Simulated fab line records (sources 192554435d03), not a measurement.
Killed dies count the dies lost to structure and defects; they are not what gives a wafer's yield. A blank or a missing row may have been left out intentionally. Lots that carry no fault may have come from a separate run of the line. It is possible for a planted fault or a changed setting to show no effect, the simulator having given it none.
Which tool is to blame? | flow n5-finfet | 36 wafers sampled from 12 lots at 1 step of a route of 1938

WHAT THE GAUGES READ, wafer by wafer
N5_SD_EPI_N_EPI_MEAS_23.
lot  | measured    | on            | thk-nm (nm)
L075 | day 3 12:21 | film-metro-01 | 58.2 57.1 58.9
L077 | day 3 22:50 | film-metro-01 | 56.0 58.9 58.6
L079 | day 4 12:25 | film-metro-02 | 58.1 60.3 57.2
L081 | day 5 02:23 | film-metro-01 | 56.8 59.1 58.9
L083 | day 5 10:34 | film-metro-02 | 55.6 61.2 58.1
L085 | day 6 00:16 | film-metro-01 | 58.4 60.8 59.3
L087 | day 6 13:29 | film-metro-01 | 58.0 59.9 59.4
L089 | day 6 23:20 | film-metro-02 | 59.0 58.3 59.4
L091 | day 7 12:03 | film-metro-02 | 58.2 56.7 57.7
L093 | day 7 23:20 | film-metro-02 | 59.9 57.6 57.5
L095 | day 8 10:07 | film-metro-02 | 59.5 57.7 56.5
L097 | day 8 21:17 | film-metro-01 | 58.9 57.8 58.7

EACH LOT AND THE TOOL THAT RAN IT (in order: tool; ch and the chambers of the sampled wafers; start)
There is no process step in the record ahead of these readings.

THE ANSWER, worked out from the rows above alone
Rule: what is usual is taken from the lots themselves. Put in order of their means at a reading, lots are off if they are a third of the lots or fewer, leave a main group of 4 or more, and stand apart from it by a gap of 3 or more times the standard deviation of the main group's means; of several such gaps the widest counts. A main group is skipped when, at the precision printed for the reading in the tables above, its means are all equal. A lot without any number at a reading at which 4 lots or more have one is off too. Any other lot the step has rows for is counted as sound.
Across all readings shown, no lot is off: no conclusion can be drawn from this.

WHAT THE SIMULATOR PUT IN
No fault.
